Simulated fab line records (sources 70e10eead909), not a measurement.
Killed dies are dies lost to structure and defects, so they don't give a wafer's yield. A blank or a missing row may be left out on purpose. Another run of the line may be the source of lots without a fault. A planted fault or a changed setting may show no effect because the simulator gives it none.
Which of the tools did it? | flow nandHarc | Sampling: 13 lots, 39 wafers, 5 of 1302 route steps

== WHAT EACH GAUGE READ, for each wafer ==
NHARC_A_CONTACT_CD_MEAS_42: target cd 300 nm. Usual: cdNm 300.0 nm, standard deviation 0.42.
lot  | measured     | on       | cdNm (nm)         | flag
L813 | day 21 05:28 | cdSem-02 | 299.9 300.2 300.0 | 
L814 | day 21 08:19 | cdSem-01 | 300.0 300.5 300.9 | 
L815 | day 22 04:26 | cdSem-01 | 300.4 300.4 299.9 | 
L816 | day 22 20:20 | cdSem-02 | 299.3 300.7 300.2 | 
L817 | day 23 05:50 | cdSem-02 | 299.6 299.1 299.9 | 
L819 | day 23 11:58 | cdSem-01 | 299.7 299.9 299.8 | 
L822 | day 24 21:40 | cdSem-03 | 300.3 300.7 300.1 | 
L824 | day 26 02:33 | cdSem-01 | 299.9 300.4 300.2 | 
L823 | day 26 02:49 | cdSem-02 | 299.9 300.1 299.2 | 
L825 | day 26 08:29 | cdSem-02 | 300.1 300.2 299.6 | 
L830 | day 28 07:28 | cdSem-01 | 300.4 300.8 300.1 | 
L831 | day 29 11:02 | cdSem-01 | 300.0 300.0 300.0 | 
L832 | day 29 16:31 | cdSem-01 | 300.1 300.4 300.5 | 

NHARC_END_SORT_01. Usual: killedAtArray 59, standard deviation 19; killedAtOther 0.6, standard deviation 0.85; killedAtPeriphery 3.8, standard deviation 2.5; killedDies 64, standard deviation 19; killedOpen 3.3, standard deviation 1.8; killedShort 2.2, standard deviation 1.6.
lot  | measured     | on        | killedAtArray | killedAtOther | killedAtPeriphery | killedDies  | killedOpen | killedShort | flag
L831 | day 32 18:33 | prober-01 | 668 674 670   | 0 0 1         | 9 3 6             | 677 677 677 | 4 2 4      | 3 4 3       | OFF
L832 | day 32 20:58 | prober-02 | 674 674 671   | 0 1 0         | 3 2 6             | 677 677 677 | 4 4 7      | 0 1 3       | OFF

== EACH LOT AND THE TOOL THAT RAN IT (in order: tool; ch and the chambers of the sampled wafers; start) ==
lot  | NHARC_A_CONTACT_DEP_24          | NHARC_A_CONTACT_DEP_29          | NHARC_A_CONTACT_ETCH_49
L813 | pecvd-02 ch 0,1,2, day 20 21:58 | pecvd-02 ch 0,1,2, day 21 04:54 | rieDiel-08 ch 0,1,2, day 21 05:58
L814 | pecvd-02 ch 0,1,2, day 21 00:41 | pecvd-01 ch 0,2, day 21 07:38   | rieDiel-11 ch 0,2,3, day 21 08:44
L815 | pecvd-03 ch 0,1,2, day 21 18:03 | pecvd-02 ch 0,1,2, day 22 03:51 | rieDiel-11 ch 0,1,3, day 22 04:49
L816 | pecvd-01 ch 0,2, day 22 14:51   | pecvd-01 ch 0,1,2, day 22 19:46 | rieDiel-11 ch 1,2, day 22 20:41
L817 | pecvd-01 ch 0,1, day 22 22:07   | pecvd-01 ch 1,2, day 23 05:05   | rieDiel-11 ch 0,3, day 23 06:11
L819 | pecvd-01 ch 0,1, day 23 06:19   | pecvd-01 ch 0,2, day 23 11:14   | rieDiel-11 ch 0,2,3, day 23 12:23
L822 | pecvd-03 ch 0,1, day 24 13:38   | pecvd-01 ch 1,2, day 24 21:06   | rieDiel-08 ch 0,2,3, day 24 22:05
L824 | pecvd-03 ch 0,1, day 25 21:07   | pecvd-03 ch 0,1, day 26 01:50   | rieDiel-03 ch 0,2,3, day 26 03:04
L823 | pecvd-01 ch 0,1, day 25 21:19   | pecvd-01 ch 0,2, day 26 02:05   | rieDiel-11 ch 0,2,3, day 26 03:15
L825 | pecvd-01 ch 0,1, day 26 03:01   | pecvd-03 ch 1,2, day 26 07:53   | rieDiel-11 ch 0,2, day 26 08:50
L830 | pecvd-02 ch 0,1,2, day 28 01:43 | pecvd-03 ch 0,1,2, day 28 06:47 | rieDiel-11 ch 2,3, day 28 07:52
L831 | pecvd-03 ch 0,1, day 29 05:29   | pecvd-03 ch 0,1,2, day 29 10:29 | rieDiel-11 ch 0,2,3, day 29 11:26
L832 | pecvd-02 ch 0,2, day 29 10:55   | pecvd-02 ch 1,2, day 29 15:48   | rieDiel-11 ch 1,2, day 29 16:53
- NHARC_A_CONTACT_DEP_24: deposits SiO2, target thk 500 nm.
- NHARC_A_CONTACT_DEP_29: deposits SiON, target thk 100 nm.
- NHARC_A_CONTACT_ETCH_49: etches the open film in N2/H2, target depth 260 nm, time 475.3 s.

== AS READ BY THE TOOLS THEMSELVES (means over the sampled wafers that have a number; for cases with no such wafer, the mark the record gives instead) ==
NHARC_A_CONTACT_DEP_24. Usual: heaterPowerW 503 W, standard deviation 83; throttleValvePct 16.1 %, standard deviation 0.5.
lot  | tool     | heaterPowerW (W) | throttleValvePct (%) | flag
L813 | pecvd-02 | 497              | 16.1                 | 
L814 | pecvd-02 | 505              | 16.2                 | 
L815 | pecvd-03 | 451              | 15.9                 | 
L816 | pecvd-01 | 518              | 16.2                 | 
L817 | pecvd-01 | 620              | 16.4                 | 
L819 | pecvd-01 | 545              | 15.9                 | 
L822 | pecvd-03 | 462              | 15.3                 | 
L824 | pecvd-03 | 465              | 15.4                 | 
L823 | pecvd-01 | 534              | 16.3                 | 
L825 | pecvd-01 | 490              | 16.1                 | 
L830 | pecvd-02 | 487              | 15.9                 | 
L831 | pecvd-03 | 458              | 15.4                 | 
L832 | pecvd-02 | 537              | 16.4                 | 

NHARC_A_CONTACT_DEP_29. Usual: heaterPowerW 700 W, standard deviation 85.
lot  | tool     | heaterPowerW (W) | flag
L813 | pecvd-02 | 715              | 
L814 | pecvd-01 | 670              | 
L815 | pecvd-02 | 713              | 
L816 | pecvd-01 | 786              | 
L817 | pecvd-01 | 760              | 
L819 | pecvd-01 | 710              | 
L822 | pecvd-01 | 732              | 
L824 | pecvd-03 | 690              | 
L823 | pecvd-01 | 729              | 
L825 | pecvd-03 | 687              | 
L830 | pecvd-03 | 641              | 
L831 | pecvd-03 | 640              | 
L832 | pecvd-02 | 638              | 

NHARC_A_CONTACT_ETCH_49. Usual: biasW 150.0 W, standard deviation 0.44; chamberPressureMTorr 29.998 mTorr, standard deviation 0.025; drypumpMotorCurrentA 5.8 A, standard deviation 0.49; h2FlowSccm 149.9 sccm, standard deviation 0.47; oesProductAu 1.000 a.u., standard deviation 0.0074; rfVppV 430.3 V, standard deviation 2.4; showerheadPlenumPTorr 2.03 Torr, standard deviation 0.081; throttleValvePct 14.171 %, standard deviation 0.0087.
lot  | tool       | biasW (W) | chamberPressureMTorr (mTorr) | drypumpMotorCurrentA (A) | h2FlowSccm (sccm) | oesProductAu (a.u.) | rfVppV (V) | showerheadPlenumPTorr (Torr) | throttleValvePct (%) | flag
L813 | rieDiel-08 | 149.7     | 30.014                       | 6.1                      | 149.9             | 1.001               | 429.0      | 2.00                         | 14.170               | 
L814 | rieDiel-11 | 149.8     | 29.977                       | 5.7                      | 150.4             | 1.006               | 430.8      | 2.04                         | 14.177               | 
L815 | rieDiel-11 | 150.1     | 29.991                       | 5.8                      | 149.6             | 1.001               | 430.4      | 2.03                         | 14.169               | 
L816 | rieDiel-11 | 149.9     | 29.997                       | 5.5                      | 149.8             | 0.997               | 432.4      | 2.07                         | 14.170               | 
L817 | rieDiel-11 | 150.0     | 30.013                       | 6.1                      | 149.7             | 0.998               | 428.4      | 1.99                         | 14.161               | 
L819 | rieDiel-11 | 150.3     | 29.975                       | 5.7                      | 150.1             | 1.002               | 430.8      | 2.04                         | 14.167               | 
L822 | rieDiel-08 | 149.9     | 29.965                       | 6.2                      | 149.6             | 0.996               | 430.1      | 2.06                         | 14.173               | 
L824 | rieDiel-03 | 150.2     | 29.995                       | 6.1                      | 150.1             | 1.002               | 429.8      | 2.02                         | 14.162               | 
L823 | rieDiel-11 | 149.9     | 29.990                       | 5.8                      | 150.4             | 1.008               | 430.3      | 2.03                         | 14.173               | 
L825 | rieDiel-11 | 150.1     | 29.993                       | 5.3                      | 149.9             | 1.008               | 432.3      | 2.09                         | 14.178               | 
L830 | rieDiel-11 | 150.2     | 30.017                       | 6.2                      | 150.2             | 1.003               | 428.0      | 1.96                         | 14.163               | 
L831 | rieDiel-11 | -         | -                            | -                        | -                 | -                   | -          | -                            | -                    | OFF
L832 | rieDiel-11 | -         | -                            | -                        | -                 | -                   | -          | -                            | -                    | OFF

== THE ANSWER, worked out from the rows above alone ==
Rule: take the mean of a lot's wafers that have a number; if it is more than 3 standard deviations from the usual mean, the lot is off. Also off: a lot with no number at a reading for which 4 or more lots have one. Where the step has rows for the other lots, those lots are counted as sound. Order of review: gauges by route order, followed by the tools' own readings, for which a lot's mean as printed above is used. At the first step where some lot is off, the reading lying furthest off is the one used; lots without a number count as furthest.
Off, at NHARC_END_SORT_01 on killedAtArray: L831, L832. Neither off nor sound, because the step has no rows for them: L813, L814, L815, L816, L817, L819, L822, L824, L823, L825, L830.
A tool fits if, at a process step before that reading, it ran every lot that is off, and no sound lot after the first of them. The gauges at NHARC_END_SORT_01 aren't tried: what is off there is off at NHARC_A_CONTACT_ETCH_49 too, on other tools, and a gauge's error can't cause that. One fits: NHARC_A_CONTACT_ETCH_49 on rieDiel-11. It ran no sound lot before its first lot that is off in this sample, so the start can't be narrowed down.

== WHAT THE SIMULATOR PUT IN ==
Step skipped in full: rieDiel-11, at NHARC_A_CONTACT_ETCH_49, from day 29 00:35 onward. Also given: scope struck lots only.
Struck lots among those shown: L831, L832. The same result came from the rule above.
